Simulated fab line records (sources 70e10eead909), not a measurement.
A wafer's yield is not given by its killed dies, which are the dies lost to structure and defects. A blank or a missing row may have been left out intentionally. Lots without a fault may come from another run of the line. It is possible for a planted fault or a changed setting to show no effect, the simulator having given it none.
The tool behind it: which one? :: flow nand harc :: 7 lots, 21 wafers sampled, at 4 steps of a route of 1302

## WHAT EACH GAUGE READ, for each wafer
NHARC_A_ONON_D2_THK_MEAS_11: measures by ellipsometry.
lot: L966
measured: day 13 01:30
on: film metro-02
thk nm (nm): 987 989 987

lot: L969
measured: day 14 12:43
on: film metro-01
thk nm (nm): 1004 1007 1003

lot: L972
measured: day 16 03:17
on: film metro-02
thk nm (nm): 973 972 973

lot: L979
measured: day 19 01:49
on: film metro-01
thk nm (nm): 1001 1000 997

lot: L982
measured: day 20 02:22
on: film metro-02
thk nm (nm): 1616 1617 1615

lot: L985
measured: day 21 06:12
on: film metro-02
thk nm (nm): 1007 1008 1007

lot: L987
measured: day 21 18:48
on: film metro-02
thk nm (nm): 979 978 978

## WHICH TOOL RAN EACH LOT (tool, then ch and the chambers of the sampled wafers, then the start)
lot: L966
NHARC_A_CHANNEL_FILL_D1_CMP_10: cmp-03 ch 0,2,3, day 11 15:47
NHARC_A_DECK1_JOINT_CMP_13: cmp-01 ch 0,2,3, day 12 02:22
NHARC_A_ONON_D2_DEP_09: pecvd onon-03 ch 0, day 13 01:03

lot: L969
NHARC_A_CHANNEL_FILL_D1_CMP_10: cmp-01 ch 1,2,3, day 12 18:55
NHARC_A_DECK1_JOINT_CMP_13: cmp-01 ch 0,1,3, day 13 05:31
NHARC_A_ONON_D2_DEP_09: pecvd onon-03 ch 0, day 14 12:16

lot: L972
NHARC_A_CHANNEL_FILL_D1_CMP_10: cmp-02 ch 0,2, day 14 18:08
NHARC_A_DECK1_JOINT_CMP_13: cmp-03 ch 0,1,3, day 15 04:58
NHARC_A_ONON_D2_DEP_09: pecvd onon-02 ch 0, day 16 02:50

lot: L979
NHARC_A_CHANNEL_FILL_D1_CMP_10: cmp-01 ch 0,3, day 17 07:08
NHARC_A_DECK1_JOINT_CMP_13: cmp-01 ch 0,1, day 17 20:18
NHARC_A_ONON_D2_DEP_09: pecvd onon-04 ch 0, day 19 01:22

lot: L982
NHARC_A_CHANNEL_FILL_D1_CMP_10: cmp-03 ch 0,3, day 18 12:50
NHARC_A_DECK1_JOINT_CMP_13: cmp-04 ch 0,2, day 18 23:23
NHARC_A_ONON_D2_DEP_09: pecvd onon-04 ch 0, day 20 01:50

lot: L985
NHARC_A_CHANNEL_FILL_D1_CMP_10: cmp-02 ch 0,2, day 19 15:08
NHARC_A_DECK1_JOINT_CMP_13: cmp-04 ch 0,2,3, day 20 01:46
NHARC_A_ONON_D2_DEP_09: pecvd onon-02 ch 0, day 21 05:41

lot: L987
NHARC_A_CHANNEL_FILL_D1_CMP_10: cmp-03 ch 0,1,2, day 20 06:02
NHARC_A_DECK1_JOINT_CMP_13: cmp-03 ch 0,3, day 20 16:46
NHARC_A_ONON_D2_DEP_09: pecvd onon-02 ch 0, day 21 18:25
- NHARC_A_CHANNEL_FILL_D1_CMP_10: polishes, target thk 150 nm.
- NHARC_A_DECK1_JOINT_CMP_13: polishes, target thk 51.023 nm.
- NHARC_A_ONON_D2_DEP_09: target thk 1000 nm.

## THE ANSWER, worked out from the rows above alone
Rule: the usual values come from the lots themselves. Put in order of their means at a reading, lots are off if they are a third of the lots or fewer, leave a main group of 4 or more, and stand apart from it by a gap of 3 or more times the standard deviation of the main group's means; of several such gaps the widest counts. Not used: any main group whose means are identical at the precision the tables above print for the reading. Also off: a lot with no number at a reading for which 4 or more lots have one. The other lots that the step has rows for count as sound.
Off: L982 (NHARC_A_ONON_D2_THK_MEAS_11, thk nm). For the main group the mean is 992 nm and the standard deviation 13.
If a tool, at a process step before that reading, ran all the lots that are off and no sound lot after the first of them, it fits. The gauges at NHARC_A_ONON_D2_THK_MEAS_11 are tried like those tools. One fits: pecvd onon-04 at NHARC_A_ONON_D2_DEP_09. A fault onset in the window from L979 (day 19 01:22, its last sound lot) to L982 (day 20 01:50, its first lot off) fits.

## WHAT WAS PUT IN BY THE SIMULATOR
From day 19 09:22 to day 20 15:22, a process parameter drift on pecvd onon-04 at NHARC_A_ONON_D2_DEP_09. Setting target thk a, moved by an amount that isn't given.
Shown lots that were struck: L982. The rule given above showed the same thing.
